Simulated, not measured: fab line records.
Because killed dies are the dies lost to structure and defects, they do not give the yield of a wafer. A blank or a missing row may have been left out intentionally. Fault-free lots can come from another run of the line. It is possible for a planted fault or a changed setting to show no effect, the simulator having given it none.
Matching of chambers	flow n5-finfet	rie-diel-02 running N5_BEOL_M11_STRIP_36: 4 sister chambers
The step strips in N2/H2. 4 wafers are shown with their chamber, then 9 later ones without.

WAFERS, EACH WITH ITS CHAMBER
wafer	chamber	showerhead-plenum-p-Torr (Torr)
L079.3	2	2.50
L080.4	1	2.62
L085.1	3	2.44
L085.6	0	2.53

WAFERS WITHOUT THEIR CHAMBER
wafer	showerhead-plenum-p-Torr (Torr)
L086.2	2.53
L086.3	2.62
L086.4	2.61
L087.2	2.61
L087.3	2.43
L087.4	2.50
L093.1	2.52
L093.2	2.60
L093.4	2.42

WHICH CHAMBER EACH ONE RAN IN
wafer	from the rows above	in truth
L086.2	0	0
L086.3	1	1
L086.4	1	1
L087.2	1	1
L087.3	3	3
L087.4	2	2
L093.1	can't be placed: 0 or 2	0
L093.2	1	1
L093.4	3	3
Placed correctly: 8 of 9. These rows do not allow placing 1 (true chamber among the candidates in 1). 0 placed wrongly.
How it was worked out, from the rows above alone: a wafer's distance from a chamber is the root of the sum, over the readings, of the square of ((its reading less the chamber's mean) divided by the reading's scatter). The wafer belongs to the nearest chamber; if the next one is less than 2 further off, it can't be placed. Each chamber's mean is taken over the wafers shown for it. The scatter: root of mean squared gap, hidden wafer to nearest shown wafer, with one shown wafer a chamber.
